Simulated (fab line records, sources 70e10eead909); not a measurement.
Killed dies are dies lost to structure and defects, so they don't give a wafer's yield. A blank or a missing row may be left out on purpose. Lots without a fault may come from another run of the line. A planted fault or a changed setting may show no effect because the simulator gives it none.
Chamber matching | flow nand_harc | NHARC_A_M0_PRE_CLEAN_31 on pecvd-04: 3 sister chambers
The step time 12 s. 24 wafers are shown with their chamber, then 12 later ones without.

WAFERS WITH THEIR CHAMBER
wafer  | chamber | heater_power_w (W)
L074.3 | 0       | 574
L074.4 | 1       | 548
L074.5 | 0       | 571
L079.1 | 1       | 504
L079.4 | 1       | 507
L079.5 | 2       | 613
L078.1 | 1       | 577
L078.3 | 2       | 631
L078.4 | 1       | 581
L080.2 | 2       | 587
L080.5 | 2       | 597
L080.6 | 1       | 542
L081.2 | 0       | 683
L081.4 | 1       | 525
L081.6 | 2       | 636
L087.2 | 0       | 634
L087.4 | 0       | 637
L087.5 | 1       | 561
L086.2 | 0       | 646
L086.3 | 2       | 611
L086.5 | 2       | 606
L089.3 | 2       | 518
L089.5 | 2       | 508
L089.6 | 1       | 554

SIGNATURES (means of the wafers above)
reading        | chamber 0 | chamber 1 | chamber 2 | scatter within a chamber
heater_power_w | 624.17    | 544.33    | 589.67    | 39.5
Rule: a wafer's distance from a chamber is the root of the sum, over the readings, of the square of ((its reading less the chamber's mean) divided by the reading's scatter). The wafer belongs to the nearest chamber; if the next one is less than 2 further off, it can't be placed. The scatter: the root of (the sum of the squares of (reading less its chamber's mean) over the shown wafers, divided by (wafers less chambers)).

WAFERS WITHOUT THEIR CHAMBER
wafer  | heater_power_w (W)
L085.1 | 546
L085.2 | 703
L085.3 | 597
L090.1 | 626
L090.4 | 633
L090.5 | 653
L092.3 | 684
L092.5 | 703
L092.6 | 567
L094.1 | 540
L094.3 | 642
L094.6 | 613

WHICH CHAMBER EACH WENT THROUGH
wafer  | from the rows above          | in truth
L085.1 | can't be placed: 1 or 2 or 0 | 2
L085.2 | can't be placed: 0 or 2      | 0
L085.3 | can't be placed: 2 or 0 or 1 | 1
L090.1 | can't be placed: 0 or 2      | 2
L090.4 | can't be placed: 0 or 2      | 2
L090.5 | can't be placed: 0 or 2      | 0
L092.3 | can't be placed: 0 or 2      | 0
L092.5 | can't be placed: 0 or 2      | 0
L092.6 | can't be placed: 1 or 2 or 0 | 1
L094.1 | can't be placed: 1 or 2      | 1
L094.3 | can't be placed: 0 or 2      | 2
L094.6 | can't be placed: 0 or 2 or 1 | 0
Placed correctly: 0 of 12. Can't be placed from these rows: 12 (the true chamber is among the candidates in 12). Placed wrongly: 0.
